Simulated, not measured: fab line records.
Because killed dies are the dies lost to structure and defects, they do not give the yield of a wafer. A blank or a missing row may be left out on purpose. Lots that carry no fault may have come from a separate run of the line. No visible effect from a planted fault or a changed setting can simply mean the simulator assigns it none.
The tool behind it: which one? / flow nand_harc / 6 lots, 17 wafers sampled, at 5 steps of a route of 1302

WHAT THE GAUGES SHOWED, per wafer
NHARC_END_SORT_01.
lot=L228; measured=day 29 02:35; on=prober-01; killed_at_array=65 265

EACH LOT AND THE TOOL THAT RAN IT (in order: tool; ch and the chambers of the sampled wafers; start)
lot=L220; NHARC_A_CONTACT_ETCH_49=rie_diel-03 ch 0,1,3, day 22 05:34 or earlier; NHARC_A_CONTACT_ETCH_51=rie_diel-03 ch 1,2,3, day 22 05:34 or earlier; NHARC_A_CONTACT_ETCH_112=har_cap_etch-02 ch 0,1, day 22 05:34; NHARC_A_CONTACT_ETCH_102=rie_diel-03 ch 0,1,2, day 22 09:01
lot=L228; NHARC_A_CONTACT_ETCH_49=rie_diel-04 ch 2,3, day 25 10:41 or earlier; NHARC_A_CONTACT_ETCH_51=rie_diel-04 ch 0,3, day 25 10:41 or earlier; NHARC_A_CONTACT_ETCH_112=har_cap_etch-02 ch 0, day 25 10:41; NHARC_A_CONTACT_ETCH_102=rie_diel-03 ch 1,2, day 25 14:57
lot=L233; NHARC_A_CONTACT_ETCH_49=rie_diel-11 ch 0,1,3, day 27 08:47 or earlier; NHARC_A_CONTACT_ETCH_51=rie_diel-11 ch 1,2,3, day 27 08:47 or earlier; NHARC_A_CONTACT_ETCH_112=har_cap_etch-01 ch 0,1, day 27 08:47; NHARC_A_CONTACT_ETCH_102=rie_diel-11 ch 0,3, day 27 12:12
lot=L240; NHARC_A_CONTACT_ETCH_49=rie_diel-04 ch 0,2,3, day 29 06:34 or earlier; NHARC_A_CONTACT_ETCH_51=rie_diel-04 ch 0,2,3, day 29 06:34 or earlier; NHARC_A_CONTACT_ETCH_112=har_cap_etch-01 ch 0,1, day 29 06:34; NHARC_A_CONTACT_ETCH_102=rie_diel-04 ch 0,1,3, day 29 09:58
lot=L239; NHARC_A_CONTACT_ETCH_49=rie_diel-11 ch 1,2,3, day 30 03:55 or earlier; NHARC_A_CONTACT_ETCH_51=rie_diel-11 ch 0,1, day 30 03:55 or earlier; NHARC_A_CONTACT_ETCH_112=har_cap_etch-02 ch 0,1, day 30 03:55; NHARC_A_CONTACT_ETCH_102=rie_diel-04 ch 0,3, day 30 07:16
lot=L242; NHARC_A_CONTACT_ETCH_49=rie_diel-03 ch 0,2, day 31 10:01 or earlier; NHARC_A_CONTACT_ETCH_51=rie_diel-03 ch 0,3, day 31 10:01 or earlier; NHARC_A_CONTACT_ETCH_112=har_cap_etch-03 ch 1, day 31 10:01; NHARC_A_CONTACT_ETCH_102=rie_diel-03 ch 0,1, day 31 13:23
- NHARC_A_CONTACT_ETCH_49: etches the open film in N2/H2, target depth 260 nm, time 475.3 s.
- NHARC_A_CONTACT_ETCH_51: etches the open film in O2/COS, target depth 7000 nm, time 1820 s.
- NHARC_A_CONTACT_ETCH_112: etches the open film in C4F8/O2/Ar, time 190 s, target depth 1850 nm.
- NHARC_A_CONTACT_ETCH_102: etches the open film in CF4/O2, target depth 100 nm, overetch 10 nm, time 55 s.

THE ANSWER, worked out from the rows above alone
Rule: usual is defined by the lots themselves. Put in order of their means at a reading, lots are off if they are a third of the lots or fewer, leave a main group of 4 or more, and stand apart from it by a gap of 3 or more times the standard deviation of the main group's means; of several such gaps the widest counts. The tables above print the reading to a certain number of digits; a main group whose means all agree to those digits is not used. Also off: a lot with no number at a reading for which 4 or more lots have one. All remaining lots with rows at the step are treated as sound.
None of the lots is off at any reading shown; this tells nothing.

WHAT WAS PUT IN BY THE SIMULATOR
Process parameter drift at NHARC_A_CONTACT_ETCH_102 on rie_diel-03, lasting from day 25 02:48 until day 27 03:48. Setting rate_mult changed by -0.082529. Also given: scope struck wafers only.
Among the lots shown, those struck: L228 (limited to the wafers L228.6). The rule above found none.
